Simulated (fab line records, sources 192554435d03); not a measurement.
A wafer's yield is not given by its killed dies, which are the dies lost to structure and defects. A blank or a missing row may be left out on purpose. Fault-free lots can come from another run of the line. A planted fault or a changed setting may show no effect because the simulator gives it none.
Matching of chambers + flow n5 finfet + N5_FIN_SAQP_PECVD_06 on pecvd-02 has 3 sister chambers
The step deposits a-Si from SiH4/He, target thk 60 nm, time 48.1 s. 16 wafers are shown with their chamber, then 8 later ones without.

EACH WAFER AND ITS CHAMBER
| wafer  | chamber | throttle valve pct (%) | showerhead plenum p Torr (Torr) | heater power w (W) |
|--------|---------|------------------------|---------------------------------|--------------------|
| L074.2 | 0       | 16.9                   | 5.69                            | 1007               |
| L074.4 | 0       | 16.7                   | 5.66                            | 1022               |
| L074.5 | 1       | 19.0                   | 5.69                            | 842                |
| L075.1 | 1       | 19.4                   | 5.69                            | 773                |
| L075.2 | 2       | 19.4                   | 5.60                            | 756                |
| L075.5 | 0       | 17.2                   | 5.67                            | 1043               |
| L077.2 | 1       | 19.0                   | 5.68                            | 772                |
| L077.3 | 2       | 19.6                   | 5.61                            | 689                |
| L077.4 | 2       | 19.7                   | 5.63                            | 700                |
| L079.2 | 2       | 19.5                   | 5.61                            | 758                |
| L079.3 | 2       | 19.7                   | 5.62                            | 780                |
| L079.6 | 1       | 19.2                   | 5.69                            | 828                |
| L082.1 | 0       | 16.9                   | 5.68                            | 911                |
| L082.2 | 1       | 19.2                   | 5.70                            | 775                |
| L082.3 | 2       | 19.7                   | 5.62                            | 737                |
| L083.2 | 2       | 19.5                   | 5.61                            | 805                |

SIGNATURES (means of the wafers above)
| reading                  | chamber 0 | chamber 1 | chamber 2 | scatter within a chamber |
|--------------------------|-----------|-----------|-----------|--------------------------|
| throttle valve pct       | 16.925    | 19.160    | 19.586    | 0.159                    |
| showerhead plenum p Torr | 5.6750    | 5.6900    | 5.6143    | 0.00989                  |
| heater power w           | 995.75    | 798.00    | 746.43    | 44                       |
Rule: for each reading, subtract the chamber's mean from the wafer's reading, divide by that reading's scatter and square the result; add these up over the readings and take the root, which gives the wafer's distance from the chamber. If the next closest chamber is less than 2 further off than the closest, the wafer can't be placed; otherwise it belongs to the closest. How the scatter is found: for the shown wafers, subtract from each reading the mean of its chamber, square and add these, divide the total by (wafers less chambers), then take the root.

WAFERS WITH NO CHAMBER GIVEN
| wafer  | throttle valve pct (%) | showerhead plenum p Torr (Torr) | heater power w (W) |
|--------|------------------------|---------------------------------|--------------------|
| L083.5 | 19.0                   | 5.68                            | 860                |
| L083.6 | 16.9                   | 5.68                            | 990                |
| L086.1 | 19.5                   | 5.62                            | 727                |
| L086.2 | 17.0                   | 5.68                            | 946                |
| L086.6 | 19.4                   | 5.68                            | 850                |
| L097.3 | 19.4                   | 5.69                            | 701                |
| L097.5 | 16.9                   | 5.68                            | 967                |
| L097.6 | 19.6                   | 5.60                            | 794                |

WHICH CHAMBER EACH ONE RAN IN
| wafer  | from the rows above | in truth |
|--------|---------------------|----------|
| L083.5 | 1                   | 1        |
| L083.6 | 0                   | 0        |
| L086.1 | 2                   | 2        |
| L086.2 | 0                   | 0        |
| L086.6 | 1                   | 1        |
| L097.3 | 1                   | 1        |
| L097.5 | 0                   | 0        |
| L097.6 | 2                   | 2        |
Placed correctly: 8 of 8. Can't be placed from these rows: 0. Number placed wrongly: 0.
